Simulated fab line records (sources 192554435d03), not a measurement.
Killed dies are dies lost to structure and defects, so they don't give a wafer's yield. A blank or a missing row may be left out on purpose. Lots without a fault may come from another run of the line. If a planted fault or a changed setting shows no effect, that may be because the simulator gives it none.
Struck lot and sound lot, side by side + flow n5 finfet + 14 out of 1938 route steps
Sound: the wafers L279.2, L279.3, L279.4. Wafers struck: L287.2, L287.3, L287.4. The cause is named last.
Each step with rows lists, per side, the tool, then ch with its chambers, then its first start. Under that, the readings that differ: sound wafers + struck wafers + difference of the means + sigmas: that difference in standard deviations of wafers without a fault.
alike: words and numbers the same on both sides, and readings whose means are apart by under 2 such deviations; not compared: readings that were withheld, readings missing a value for some wafer, numbers with overlapping values and no deviation given by the record, and bounds like >300 which may hide the same value.
Wherever a step has rows on one side only, a row that says differs or no value, or a row with sigmas, the two part there. Numbers that have no deviation but don't overlap get no sigmas and don't part them. A reading missing from all wafers of one side parts the sides only when that side holds two or more wafers.

N5_BEOL_M10_RS_MEAS_57: measurement is done with a four-point probe.
  sound on film metro-02 at day 10 17:25; struck on film metro-01 at day 13 04:56
  alike: M10_RS
N5_BEOL_M10_INSPECT_58: inspects for defects (darkfield).
  sound on defect inspect-02 at day 10 17:27; struck on defect inspect-01 at day 13 04:58
  alike: raw defect count
N5_BEOL_M11_ILD_DEP_00: deposits SiCOH lowk from DEMS/porogen, target thk 308.51 nm, time 58 s.
  sound on pecvd-03 ch 0,1,2, day 10 17:29; struck on pecvd-03 ch 0,1,2, day 13 05:00
  alike: heater power w, showerhead plenum p Torr, throttle valve pct
N5_BEOL_M11_CURE_71: cures SiCOH lowk, time 240 s.
  sound on uv cure-01 ch 1, day 10 17:38; struck on uv cure-02 ch 2, day 13 05:10
  alike: lamp power pct, wafer_temp_C_max
N5_BEOL_M11_THK_MEAS_01:
  sound on film metro-01 at day 10 18:04; struck on film metro-01 at day 13 05:35
  alike: M11_ILD_THK
N5_BEOL_M11_PECVD_70: deposits SiO2 from TEOS/O2, target thk 20 nm, time 22.7 s.
  sound on pecvd-01 ch 0,1, day 10 18:07; struck on pecvd-03 ch 0,2, day 13 05:38
  alike: heater power w, showerhead plenum p Torr, throttle valve pct
N5_BEOL_M11_HM_DEP_02: deposits TiN, target thk 20 nm.
  sound on pvd sputter-03 at day 10 18:26; struck on pvd sputter-03 at day 13 05:54
  alike: chamber pressure pa, substrate temp c, throttle valve pct
then, 5 steps without rows for these wafers: N5_BEOL_M11_COAT_59 (time 60 s, resist thk 100 nm); N5_BEOL_M11_COAT_60 (time 60 s, resist thk 30 nm); N5_BEOL_M11_COAT_05 (resist thk 90 nm); N5_BEOL_M11_EBR_07; N5_BEOL_M11_SOFTBAKE_06 (time 60 s).
N5_BEOL_M11_EXPOSE_08: exposes mask M11.
  struck on arfi scanner-02, day 13 06:17; sound on arfi scanner-02 ch 0, day 10 18:41
  no value came back on the struck wafers for dipole opening deg (degrees), exposure dose mJ cm2, sigma inner; on the sound wafers dipole opening deg (degrees) reads 40 40 40
  alike: mask
then, 1 step without rows for these wafers: N5_BEOL_M11_PEB_09 (peb time 60 s).

WHERE THEY PART
N5_BEOL_M11_EXPOSE_08 only, going by this record.

WHY: what the simulator had put in
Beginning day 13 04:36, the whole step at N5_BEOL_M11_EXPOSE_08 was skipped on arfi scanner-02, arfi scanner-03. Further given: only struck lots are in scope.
